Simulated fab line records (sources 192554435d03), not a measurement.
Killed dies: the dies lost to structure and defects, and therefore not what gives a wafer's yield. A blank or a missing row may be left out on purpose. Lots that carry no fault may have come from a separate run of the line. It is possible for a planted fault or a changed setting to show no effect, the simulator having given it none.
fab line records :: flow n5-finfet
record
  lots=6
  wafers=16
  last-day=16
route steps=1938 shown BEOL_M14@1732
lots that met no fault: taken from a fault-free run of the same line
start-h: hours from the record's first day to the start of the lot's first wafer shown :: wait-h: hours from the lot's prior step to this one :: " as in the row above :: L1.1+2: a row that stands for several wafers :: - no value, or no start was given :: * or withheld: withheld :: < > ~ a bound
route shown NAME@n: names a module that has steps shown in the file, with the first one's number in the route :: usual: mean and standard deviation over wafers with no fault :: same: alike in all rows :: chamber/n: place in a boat :: sites: readings site by site :: _std_site: the values' standard deviation :: _edge_site: mean of outer sites minus mean of inner sites :: radius-mm: for every site, how far away it sits from the centre of the wafer :: mask NAME#n: copy n :: behind: the tool/chamber that last shaped the wafer :: hold: cause of the lot's hold/its duration in hours/its outcome :: device: which transistor (n, p or np) failed to switch :: end of line: tests run on the same wafers once the route is complete :: a step without rows: its recipe alone :: killed: dies lost to structure and defects at the first sort, not the wafer's yield :: map: a wafer's dies, x killed, . not, _ none there
set.NAME: the run value of the setting; set.NAME@STEP: its run value at that earlier step :: model.NAME: the simulator's own value behind a step, which no gauge read
certain route steps with their lots: each step a table, each wafer a row
services: a tool's chamber out of use, with start hour (start-h, from the record's first day; less than 0 if before it), hours out, and reason
## steps
# step N5_BEOL_M14_STRIP_63
# recipe
  chemistry=O2
  power-w=600
  temp-c=60
  pressure-mtorr=30
  rf-frequency-hz=6e+07
  bias-power-w=0
  overash-fraction=0.3
  o2-flow-sccm=225
# usual
  drypump-motor-current-A=5.7/0.56
  oes-product-au=0.80/0.068
  rf-vpp-V=3.6/0.84
  showerhead-plenum-p-Torr=2.05/0.039
  temp-c=60.01/0.11
  throttle-valve-pct=16.73/0.21
lot.wafer: L774.1
tool: rie-diel-04
chamber: 3
start-h: -
wait-h: -
drypump-motor-current-A: 6.0
oes-product-au: 0.89
rf-hours-counter-h: 54
rf-vpp-V: 5.0
showerhead-plenum-p-Torr: 2.04
temp-c: 59.95
throttle-valve-pct: 16.44

lot.wafer: L774.2
tool: rie-diel-04
chamber: 2
start-h: -
wait-h: -
drypump-motor-current-A: 5.3
oes-product-au: 0.88
rf-hours-counter-h: 42
rf-vpp-V: 3.6
showerhead-plenum-p-Torr: 2.06
temp-c: 59.95
throttle-valve-pct: 16.49

lot.wafer: L781.1
tool: rie-diel-05
chamber: 0
start-h: -
wait-h: -
drypump-motor-current-A: 5.1
oes-product-au: 0.82
rf-hours-counter-h: 103
rf-vpp-V: 4.7
showerhead-plenum-p-Torr: 2.02
temp-c: 59.98
throttle-valve-pct: 16.57

lot.wafer: L781.4
tool: rie-diel-05
chamber: 3
start-h: -
wait-h: -
drypump-motor-current-A: 5.0
oes-product-au: 0.88
rf-hours-counter-h: 65
rf-vpp-V: 2.0
showerhead-plenum-p-Torr: 2.03
temp-c: 60.12
throttle-valve-pct: 16.51

lot.wafer: L781.5
tool: rie-diel-05
chamber: 1
start-h: -
wait-h: -
drypump-motor-current-A: 5.8
oes-product-au: 0.81
rf-hours-counter-h: -
rf-vpp-V: 2.2
showerhead-plenum-p-Torr: 2.06
temp-c: 59.91
throttle-valve-pct: 16.83

lot.wafer: L782.1
tool: rie-diel-05
chamber: 0
start-h: -
wait-h: -
drypump-motor-current-A: 5.1
oes-product-au: 0.83
rf-hours-counter-h: 104
rf-vpp-V: 2.8
showerhead-plenum-p-Torr: 2.02
temp-c: 59.94
throttle-valve-pct: 16.52

lot.wafer: L782.3
tool: rie-diel-05
chamber: 1
start-h: -
wait-h: -
drypump-motor-current-A: 5.8
oes-product-au: 0.81
rf-hours-counter-h: 91
rf-vpp-V: 4.6
showerhead-plenum-p-Torr: 2.06
temp-c: 59.98
throttle-valve-pct: 16.83

lot.wafer: L782.6
tool: rie-diel-05
chamber: 2
start-h: -
wait-h: -
drypump-motor-current-A: 6.7
oes-product-au: 0.69
rf-hours-counter-h: -
rf-vpp-V: 2.9
showerhead-plenum-p-Torr: 2.05
temp-c: 60.04
throttle-valve-pct: 17.13

lot.wafer: L790.1
tool: rie-diel-04
chamber: 0
start-h: -
wait-h: -
drypump-motor-current-A: 5.9
oes-product-au: 0.72
rf-hours-counter-h: 185
rf-vpp-V: 3.0
showerhead-plenum-p-Torr: 1.99
temp-c: 60.14
throttle-valve-pct: 16.68

lot.wafer: L790.5
tool: rie-diel-04
chamber: 3
start-h: -
wait-h: -
drypump-motor-current-A: 6.0
oes-product-au: 0.85
rf-hours-counter-h: -
rf-vpp-V: 2.9
showerhead-plenum-p-Torr: 2.03
temp-c: 60.01
throttle-valve-pct: 16.48

lot.wafer: L790.6
tool: rie-diel-04
chamber: 2
start-h: -
wait-h: -
drypump-motor-current-A: 5.3
oes-product-au: 0.83
rf-hours-counter-h: -
rf-vpp-V: 4.0
showerhead-plenum-p-Torr: 2.05
temp-c: 59.98
throttle-valve-pct: 16.59

lot.wafer: L789.4
tool: rie-diel-01
chamber: 1
start-h: -
wait-h: -
drypump-motor-current-A: 5.8
oes-product-au: 0.92
rf-hours-counter-h: 22
rf-vpp-V: 3.0
showerhead-plenum-p-Torr: 2.07
temp-c: 59.72
throttle-valve-pct: 17.01

lot.wafer: L789.5
tool: rie-diel-01
chamber: 1
start-h: -
wait-h: -
drypump-motor-current-A: 5.8
oes-product-au: 0.90
rf-hours-counter-h: -
rf-vpp-V: 3.2
showerhead-plenum-p-Torr: 2.07
temp-c: 59.90
throttle-valve-pct: 17.01

lot.wafer: L793.1
tool: rie-diel-05
chamber: 3
start-h: -
wait-h: -
drypump-motor-current-A: 4.9
oes-product-au: 0.83
rf-hours-counter-h: 91
rf-vpp-V: 3.1
showerhead-plenum-p-Torr: 2.02
temp-c: 59.78
throttle-valve-pct: 16.56

lot.wafer: L793.2
tool: rie-diel-05
chamber: 0
start-h: -
wait-h: -
drypump-motor-current-A: 5.1
oes-product-au: 0.79
rf-hours-counter-h: 133
rf-vpp-V: 4.3
showerhead-plenum-p-Torr: 2.01
temp-c: 59.93
throttle-valve-pct: 16.59

lot.wafer: L793.3
tool: rie-diel-05
chamber: 1
start-h: -
wait-h: -
drypump-motor-current-A: 5.8
oes-product-au: 0.79
rf-hours-counter-h: 114
rf-vpp-V: 3.0
showerhead-plenum-p-Torr: 2.05
temp-c: 60.10
throttle-valve-pct: 16.87
# step N5_BEOL_M14_STRIP_64
# recipe
  chemistry=O2
  power-w=600
  temp-c=60
  pressure-mtorr=30
  rf-frequency-hz=6e+07
  bias-power-w=0
  overash-fraction=0.3
  o2-flow-sccm=225
# usual
  drypump-motor-current-A=5.7/0.56
  oes-product-au=0.80/0.068
  rf-vpp-V=3.7/0.5
  showerhead-plenum-p-Torr=2.05/0.039
  temp-c=60.00/0.13
  throttle-valve-pct=16.73/0.21
lot.wafer: L774.1
tool: rie-diel-04
chamber: 3
start-h: -
wait-h: -
drypump-motor-current-A: 6.0
oes-product-au: 0.89
rf-hours-counter-h: 54
rf-vpp-V: 3.7
showerhead-plenum-p-Torr: 2.04
temp-c: 60.06
throttle-valve-pct: 16.42

lot.wafer: L774.2
tool: rie-diel-04
chamber: 2
start-h: -
wait-h: -
drypump-motor-current-A: 5.3
oes-product-au: 0.88
rf-hours-counter-h: 42
rf-vpp-V: 4.6
showerhead-plenum-p-Torr: 2.06
temp-c: 59.94
throttle-valve-pct: 16.53

lot.wafer: L781.1
tool: rie-diel-05
chamber: 0
start-h: -
wait-h: -
drypump-motor-current-A: 5.1
oes-product-au: 0.83
rf-hours-counter-h: 103
rf-vpp-V: 3.5
showerhead-plenum-p-Torr: 2.02
temp-c: 59.95
throttle-valve-pct: 16.55

lot.wafer: L781.4
tool: rie-diel-05
chamber: 3
start-h: -
wait-h: -
drypump-motor-current-A: 5.0
oes-product-au: 0.87
rf-hours-counter-h: 65
rf-vpp-V: 3.2
showerhead-plenum-p-Torr: 2.03
temp-c: 60.02
throttle-valve-pct: 16.52

lot.wafer: L781.5
tool: rie-diel-05
chamber: 1
start-h: -
wait-h: -
drypump-motor-current-A: 5.8
oes-product-au: 0.82
rf-hours-counter-h: -
rf-vpp-V: 2.8
showerhead-plenum-p-Torr: 2.06
temp-c: 59.81
throttle-valve-pct: 16.82

lot.wafer: L782.1
tool: rie-diel-05
chamber: 0
start-h: -
wait-h: -
drypump-motor-current-A: 5.1
oes-product-au: 0.82
rf-hours-counter-h: 104
rf-vpp-V: 3.4
showerhead-plenum-p-Torr: 2.02
temp-c: 60.15
throttle-valve-pct: 16.54

lot.wafer: L782.3
tool: rie-diel-05
chamber: 1
start-h: -
wait-h: -
drypump-motor-current-A: 5.8
oes-product-au: 0.81
rf-hours-counter-h: 91
rf-vpp-V: 3.5
showerhead-plenum-p-Torr: 2.06
temp-c: 60.01
throttle-valve-pct: 16.83

lot.wafer: L782.6
tool: rie-diel-05
chamber: 2
start-h: -
wait-h: -
drypump-motor-current-A: 6.7
oes-product-au: 0.70
rf-hours-counter-h: -
rf-vpp-V: 3.6
showerhead-plenum-p-Torr: 2.05
temp-c: 60.01
throttle-valve-pct: 17.13

lot.wafer: L790.1
tool: rie-diel-04
chamber: 0
start-h: -
wait-h: -
drypump-motor-current-A: 5.9
oes-product-au: 0.74
rf-hours-counter-h: 185
rf-vpp-V: 2.2
showerhead-plenum-p-Torr: 1.99
temp-c: 59.83
throttle-valve-pct: 16.66

lot.wafer: L790.5
tool: rie-diel-04
chamber: 3
start-h: -
wait-h: -
drypump-motor-current-A: 6.0
oes-product-au: 0.85
rf-hours-counter-h: -
rf-vpp-V: 3.2
showerhead-plenum-p-Torr: 2.03
temp-c: 59.95
throttle-valve-pct: 16.48

lot.wafer: L790.6
tool: rie-diel-04
chamber: 2
start-h: -
wait-h: -
drypump-motor-current-A: 5.3
oes-product-au: 0.85
rf-hours-counter-h: -
rf-vpp-V: 3.9
showerhead-plenum-p-Torr: 2.05
temp-c: 59.93
throttle-valve-pct: 16.57

lot.wafer: L789.4
tool: rie-diel-01
chamber: 1
start-h: -
wait-h: -
drypump-motor-current-A: 5.7
oes-product-au: 0.92
rf-hours-counter-h: 22
rf-vpp-V: 4.0
showerhead-plenum-p-Torr: 2.07
temp-c: 59.91
throttle-valve-pct: 16.98

lot.wafer: L789.5
tool: rie-diel-01
chamber: 1
start-h: -
wait-h: -
drypump-motor-current-A: 5.8
oes-product-au: 0.92
rf-hours-counter-h: -
rf-vpp-V: 4.0
showerhead-plenum-p-Torr: 2.07
temp-c: 59.91
throttle-valve-pct: 16.99

lot.wafer: L793.1
tool: rie-diel-05
chamber: 3
start-h: -
wait-h: -
drypump-motor-current-A: 5.0
oes-product-au: 0.85
rf-hours-counter-h: 91
rf-vpp-V: 2.9
showerhead-plenum-p-Torr: 2.02
temp-c: 59.93
throttle-valve-pct: 16.58

lot.wafer: L793.2
tool: rie-diel-05
chamber: 0
start-h: -
wait-h: -
drypump-motor-current-A: 5.1
oes-product-au: 0.79
rf-hours-counter-h: 133
rf-vpp-V: 3.4
showerhead-plenum-p-Torr: 2.01
temp-c: 60.02
throttle-valve-pct: 16.59

lot.wafer: L793.3
tool: rie-diel-05
chamber: 1
start-h: -
wait-h: -
drypump-motor-current-A: 5.8
oes-product-au: 0.78
rf-hours-counter-h: 114
rf-vpp-V: 4.7
showerhead-plenum-p-Torr: 2.05
temp-c: 59.97
throttle-valve-pct: 16.87
# step N5_BEOL_M14_STRIP_71
# recipe
  chemistry=post-etch-residue-remover
  time-s=60
  temp-c=25
  remover-ph=withheld
  remover-water-wt-pct=withheld
  remover-fluoride-wt-pct=withheld
# step N5_BEOL_M14_SRD_72
# recipe
  time-s=30
  temp-c=23
  rinse-liquid=diw
  dry=n2-spin
  spin-rpm=1500
  dry-time-s=30
# step N5_BEOL_M14_CD_MEAS_17
# recipe
  target-cd-nm=250
  polarity=opening
# usual
  cd-nm=250.8/2.4
lot.wafer: L774.1
tool: cd-sem-02
chamber: -
start-h: 263.34
wait-h: 0.0
cd-nm: 246.2

lot.wafer: L774.2
tool: cd-sem-02
chamber: -
start-h: 263.34
wait-h: 0.0
cd-nm: 249.5

lot.wafer: L781.1
tool: cd-sem-03
chamber: -
start-h: 290.70
wait-h: 0.0
cd-nm: 253.7

lot.wafer: L781.4
tool: cd-sem-03
chamber: -
start-h: 290.70
wait-h: 0.0
cd-nm: 247.6

lot.wafer: L781.5
tool: cd-sem-03
chamber: -
start-h: 290.70
wait-h: 0.0
cd-nm: 248.9

lot.wafer: L782.1
tool: cd-sem-02
chamber: -
start-h: 294.38
wait-h: 0.0
cd-nm: 251.1

lot.wafer: L782.3
tool: cd-sem-02
chamber: -
start-h: 294.38
wait-h: 0.0
cd-nm: 251.6

lot.wafer: L782.6
tool: cd-sem-02
chamber: -
start-h: 294.38
wait-h: 0.0
cd-nm: 255.7

lot.wafer: L790.1
tool: cd-sem-01
chamber: -
start-h: 348.73
wait-h: 0.0
cd-nm: 249.8

lot.wafer: L790.5
tool: cd-sem-01
chamber: -
start-h: 348.73
wait-h: 0.0
cd-nm: 252.1

lot.wafer: L790.6
tool: cd-sem-01
chamber: -
start-h: 348.73
wait-h: 0.0
cd-nm: 250.5

lot.wafer: L789.4
tool: cd-sem-01
chamber: -
start-h: 351.60
wait-h: 0.0
cd-nm: 248.8

lot.wafer: L789.5
tool: cd-sem-01
chamber: -
start-h: 351.60
wait-h: 0.0
cd-nm: 248.7

lot.wafer: L793.1
tool: cd-sem-01
chamber: -
start-h: 368.93
wait-h: 0.0
cd-nm: 249.7

lot.wafer: L793.2
tool: cd-sem-01
chamber: -
start-h: 368.93
wait-h: 0.0
cd-nm: 251.3

lot.wafer: L793.3
tool: cd-sem-01
chamber: -
start-h: 368.93
wait-h: 0.0
cd-nm: 251.6
# step N5_BEOL_M14_COAT_65
# recipe
  resist=SOC
  temp-c=250
  time-s=60
  spin-rpm=1500
  resist-thk-nm=450
# step N5_BEOL_M14_COAT_66
# recipe
  resist=SiARC
  temp-c=220
  time-s=60
  spin-rpm=1500
  resist-thk-nm=110
# step N5_BEOL_M14_COAT_22
# recipe
  spin-rpm=2888
  resist-thk-nm=300
# step N5_BEOL_M14_EBR_24
# recipe
  solvent=PGMEA
  ebr-width-mm=1.5
# step N5_BEOL_M14_SOFTBAKE_23
# recipe
  temp-c=130
  time-s=60
# step N5_BEOL_M14_EXPOSE_25
# recipe
  mask-id=M14
  na=0.8
  source-shape=annular
  sigma-inner=0.5
  sigma-outer=0.8
  polarization=unpolarized
  target-cd-nm=280
  dose-mj=26.6
# step N5_BEOL_M14_PEB_26
# recipe
  peb-temp-c=130
  peb-time-s=90
# step N5_BEOL_M14_DEVELOP_27
# recipe
  develop-time-s=45
  rinse-liquid=diw
  dry=air-spin
  dev-temp-c=21
# usual
  chill-plate-temp-C=22.99/0.12
  develop-time-s=45/0
  developer-temp-C=21.00/0.11
  exhaust-pa=45.1/0.76
lot.wafer: L774.1
tool: litho-track-03
chamber: 0
start-h: 263.68
wait-h: -
chill-plate-temp-C: 22.81
develop-time-s: 45
developer-temp-C: 21.01
exhaust-pa: 43.5
model.coat_of_BEOL_M14_COAT_22.thk-nm: 287.8

lot.wafer: L774.2
tool: litho-track-03
chamber: 0
start-h: 263.68
wait-h: -
chill-plate-temp-C: 22.89
develop-time-s: 45
developer-temp-C: 21.20
exhaust-pa: 43.7
model.coat_of_BEOL_M14_COAT_22.thk-nm: 287.6

lot.wafer: L781.1
tool: litho-track-02
chamber: -
start-h: 291.09
wait-h: -
chill-plate-temp-C: -
develop-time-s: -
developer-temp-C: -
exhaust-pa: -
model.coat_of_BEOL_M14_COAT_22.thk-nm: 299.6

lot.wafer: L781.4
tool: litho-track-02
chamber: -
start-h: 291.09
wait-h: -
chill-plate-temp-C: -
develop-time-s: -
developer-temp-C: -
exhaust-pa: -
model.coat_of_BEOL_M14_COAT_22.thk-nm: 300.8

lot.wafer: L781.5
tool: litho-track-02
chamber: -
start-h: 291.09
wait-h: -
chill-plate-temp-C: -
develop-time-s: -
developer-temp-C: -
exhaust-pa: -
model.coat_of_BEOL_M14_COAT_22.thk-nm: 300.2

lot.wafer: L782.1
tool: litho-track-02
chamber: -
start-h: 294.60
wait-h: -
chill-plate-temp-C: -
develop-time-s: -
developer-temp-C: -
exhaust-pa: -
model.coat_of_BEOL_M14_COAT_22.thk-nm: 299.4

lot.wafer: L782.3
tool: litho-track-02
chamber: -
start-h: 294.60
wait-h: -
chill-plate-temp-C: -
develop-time-s: -
developer-temp-C: -
exhaust-pa: -
model.coat_of_BEOL_M14_COAT_22.thk-nm: 298.6

lot.wafer: L782.6
tool: litho-track-02
chamber: -
start-h: 294.60
wait-h: -
chill-plate-temp-C: -
develop-time-s: -
developer-temp-C: -
exhaust-pa: -
model.coat_of_BEOL_M14_COAT_22.thk-nm: 300

lot.wafer: L790.1
tool: litho-track-03
chamber: 0
start-h: 349.08
wait-h: -
chill-plate-temp-C: 22.99
develop-time-s: 45
developer-temp-C: 21.00
exhaust-pa: 44.9
model.coat_of_BEOL_M14_COAT_22.thk-nm: 288.2

lot.wafer: L790.5
tool: litho-track-03
chamber: 0
start-h: 349.08
wait-h: -
chill-plate-temp-C: 23.07
develop-time-s: 45
developer-temp-C: 21.04
exhaust-pa: 45.5
model.coat_of_BEOL_M14_COAT_22.thk-nm: 287.8

lot.wafer: L790.6
tool: litho-track-03
chamber: 0
start-h: 349.08
wait-h: -
chill-plate-temp-C: 23.06
develop-time-s: 45
developer-temp-C: 20.85
exhaust-pa: 45.4
model.coat_of_BEOL_M14_COAT_22.thk-nm: 288.6

lot.wafer: L789.4
tool: litho-track-02
chamber: 0
start-h: 351.94
wait-h: -
chill-plate-temp-C: 23.04
develop-time-s: 45
developer-temp-C: 21.05
exhaust-pa: 45.8
model.coat_of_BEOL_M14_COAT_22.thk-nm: 287.8

lot.wafer: L789.5
tool: litho-track-02
chamber: 0
start-h: 351.94
wait-h: -
chill-plate-temp-C: 23.01
develop-time-s: 45
developer-temp-C: 20.95
exhaust-pa: 46.0
model.coat_of_BEOL_M14_COAT_22.thk-nm: 288.4

lot.wafer: L793.1
tool: litho-track-04
chamber: 0
start-h: 369.27
wait-h: -
chill-plate-temp-C: 23.00
develop-time-s: 45
developer-temp-C: 20.83
exhaust-pa: 46.0
model.coat_of_BEOL_M14_COAT_22.thk-nm: 286.2

lot.wafer: L793.2
tool: litho-track-04
chamber: 0
start-h: 369.27
wait-h: -
chill-plate-temp-C: 22.99
develop-time-s: 45
developer-temp-C: 20.83
exhaust-pa: 46.4
model.coat_of_BEOL_M14_COAT_22.thk-nm: 287.4

lot.wafer: L793.3
tool: litho-track-04
chamber: 0
start-h: 369.27
wait-h: -
chill-plate-temp-C: 22.92
develop-time-s: 45
developer-temp-C: 20.98
exhaust-pa: 45.2
model.coat_of_BEOL_M14_COAT_22.thk-nm: 286
# step N5_BEOL_M14_HARDBAKE_32
# recipe
  temp-c=130
  time-s=120
## services
tool: rie-diel-04
chamber: 2
start-h: 242.38
hours: 12.5
kind: repair

tool: rie-diel-01
chamber: 1
start-h: 260.23
hours: -
kind: clean

tool: rie-diel-01
chamber: 1
start-h: 260.23
hours: -
kind: consumable-replace:esc

tool: rie-diel-01
chamber: 1
start-h: 260.23
hours: -
kind: consumable-replace:focus-ring

tool: rie-diel-01
chamber: 1
start-h: 260.23
hours: 28.3
kind: scheduled-down

tool: rie-diel-01
chamber: 1
start-h: 260.23
hours: 28.3
kind: vent-cycle

tool: rie-diel-05
chamber: 2
start-h: 298.44
hours: 8.7
kind: repair

tool: litho-track-03
chamber: -
start-h: 304.33
hours: -
kind: consumable-replace:filter

tool: rie-diel-01
chamber: 2
start-h: 319.59
hours: 4.7
kind: repair

tool: rie-diel-05
chamber: 3
start-h: 327.61
hours: 10.9
kind: repair

tool: rie-diel-01
chamber: -
start-h: 342.20
hours: 0.2
kind: repair

tool: rie-diel-05
chamber: -
start-h: 357.67
hours: 2.8
kind: pm

tool: rie-diel-05
chamber: 2
start-h: 367.49
hours: -
kind: clean

tool: rie-diel-05
chamber: 2
start-h: 367.49
hours: -
kind: consumable-replace:focus-ring

tool: rie-diel-05
chamber: 2
start-h: 367.49
hours: 10.9
kind: scheduled-down

tool: rie-diel-05
chamber: 2
start-h: 367.49
hours: 10.9
kind: vent-cycle
## key
first-sign
  step=N5_BEOL_M14_DEVELOP_27
  reading=tool-record
  direction=missing
effect none on later readings
model-effect
  step=N5_BEOL_M14_DEVELOP_27
  value=coat_of_BEOL_M14_COAT_22.thk-nm
  without=286.6
  struck=299.8
met-at N5_BEOL_M14_DEVELOP_27
struck-wafers L781.1,L781.4,L781.5,L782.1,L782.3,L782.6
later-rows-left-out L781.1,L781.4,L781.5,L782.1,L782.3,L782.6
sort-left-out L781.1,L781.4,L781.5,L782.1,L782.3,L782.6
fault
  kind=skipped-step-whole
  tool=litho-track-02
  chamber=-
  onset-h=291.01
  steps=N5_BEOL_M14_DEVELOP_27
  scope=struck-lots-only
# sort-left-out: the simulated sort isn't trusted on such a fault, so these wafers' sort isn't shown, and their yield isn't known
# later-rows-left-out: the simulator's readings of these wafers behind a module that went badly wrong aren't trusted and aren't shown, but for the sort
